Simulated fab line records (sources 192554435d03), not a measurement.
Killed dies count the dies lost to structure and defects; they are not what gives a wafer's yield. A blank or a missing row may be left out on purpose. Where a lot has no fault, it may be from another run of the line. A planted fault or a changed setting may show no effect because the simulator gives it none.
Matching of chambers + flow n5-finfet + pecvd-02 running N5_BEOL_M4_ILD_DEP_00: 3 sister chambers
The step deposits SiOC from DEMS/O2, target thk 79 nm, time 15.3 s. 6 wafers are shown with their chamber, then 9 later ones without.

EACH WAFER AND ITS CHAMBER
| wafer  | chamber | throttle-valve-pct (%) | heater-power-w (W) |
|--------|---------|------------------------|--------------------|
| L075.6 | 0       | 12.8                   | 579                |
| L080.4 | 0       | 12.8                   | 551                |
| L086.4 | 1       | 11.7                   | 425                |
| L089.3 | 2       | 11.6                   | 600                |
| L089.4 | 2       | 11.7                   | 605                |
| L089.5 | 1       | 11.9                   | 453                |

WAFERS MISSING THEIR CHAMBER
| wafer  | throttle-valve-pct (%) | heater-power-w (W) |
|--------|------------------------|--------------------|
| L092.2 | 11.8                   | 486                |
| L092.5 | 11.7                   | 384                |
| L092.6 | 13.0                   | 553                |
| L093.1 | 11.7                   | 451                |
| L093.2 | 11.6                   | 547                |
| L093.3 | 12.8                   | 565                |
| L096.1 | 11.5                   | 537                |
| L096.2 | 12.6                   | 535                |
| L096.4 | 11.6                   | 482                |

THE CHAMBER EACH PASSED THROUGH
| wafer  | from the rows above | in truth |
|--------|---------------------|----------|
| L092.2 | 1                   | 1        |
| L092.5 | 1                   | 1        |
| L092.6 | 0                   | 0        |
| L093.1 | 1                   | 1        |
| L093.2 | 2                   | 2        |
| L093.3 | 0                   | 0        |
| L096.1 | 2                   | 2        |
| L096.2 | 0                   | 0        |
| L096.4 | 1                   | 1        |
Placed correctly: 9 of 9. Can't be placed from these rows: 0. 0 placed wrongly.
How it was worked out, from the rows above alone: a wafer's distance from a chamber is the root of the sum, over the readings, of the square of ((its reading less the chamber's mean) divided by the reading's scatter). The wafer belongs to the nearest chamber; if the next one is less than 2 further off, it can't be placed. For every chamber, the mean is computed from those of its wafers that are shown. How the scatter is found: for the shown wafers, subtract from each reading the mean of its chamber, square and add these, divide the total by (wafers less chambers), then take the root.
